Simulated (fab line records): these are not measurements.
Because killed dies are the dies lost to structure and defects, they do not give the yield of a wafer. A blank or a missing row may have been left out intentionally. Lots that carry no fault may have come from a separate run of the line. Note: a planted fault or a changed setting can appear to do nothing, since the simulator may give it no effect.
Matching of chambers || flow nandHarc || NHARC_A_SGD_CUT_CMP_21 on cmp-04 has 4 sister chambers
The step polishes, target thk 148.19 nm. 4 wafers are shown with their chamber, then 8 later ones without.

## EACH WAFER AND ITS CHAMBER
{"wafer": "L078.6", "chamber": 0, "motorCurrentA (A)": 11.5}
{"wafer": "L076.1", "chamber": 2, "motorCurrentA (A)": 13.4}
{"wafer": "L085.6", "chamber": 3, "motorCurrentA (A)": 12.1}
{"wafer": "L088.1", "chamber": 1, "motorCurrentA (A)": 11.4}

## WAFERS WHOSE CHAMBER IS MISSING
{"wafer": "L088.2", "motorCurrentA (A)": 12.4}
{"wafer": "L088.4", "motorCurrentA (A)": 13.8}
{"wafer": "L095.2", "motorCurrentA (A)": 12.8}
{"wafer": "L095.4", "motorCurrentA (A)": 11.6}
{"wafer": "L095.5", "motorCurrentA (A)": 11.6}
{"wafer": "L091.4", "motorCurrentA (A)": 11.9}
{"wafer": "L091.5", "motorCurrentA (A)": 11.7}
{"wafer": "L091.6", "motorCurrentA (A)": 11.9}

## CHAMBER TAKEN BY EACH
{"wafer": "L088.2", "from the rows above": "can't be placed: 3 or 0", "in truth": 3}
{"wafer": "L088.4", "from the rows above": 2, "in truth": 2}
{"wafer": "L095.2", "from the rows above": "can't be placed: 2 or 3", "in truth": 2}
{"wafer": "L095.4", "from the rows above": "can't be placed: 0 or 1 or 3", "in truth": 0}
{"wafer": "L095.5", "from the rows above": "can't be placed: 0 or 1 or 3", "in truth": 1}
{"wafer": "L091.4", "from the rows above": "can't be placed: 3 or 0 or 1", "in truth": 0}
{"wafer": "L091.5", "from the rows above": "can't be placed: 0 or 1 or 3", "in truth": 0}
{"wafer": "L091.6", "from the rows above": "can't be placed: 3 or 0 or 1", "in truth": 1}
Correct placement for 1 of the 8. From these rows, 7 cannot be placed; in 7 the true chamber is one of the candidates. Placed wrongly: 0.
How it was worked out, from the rows above alone: a wafer's distance from a chamber is the root of the sum, over the readings, of the square of ((its reading less the chamber's mean) divided by the reading's scatter). If the next closest chamber is less than 2 further off than the closest, the wafer can't be placed; otherwise it belongs to the closest. Each chamber's mean is taken over the wafers shown for it. The scatter: root of mean squared gap, hidden wafer to nearest shown wafer, with one shown wafer a chamber.
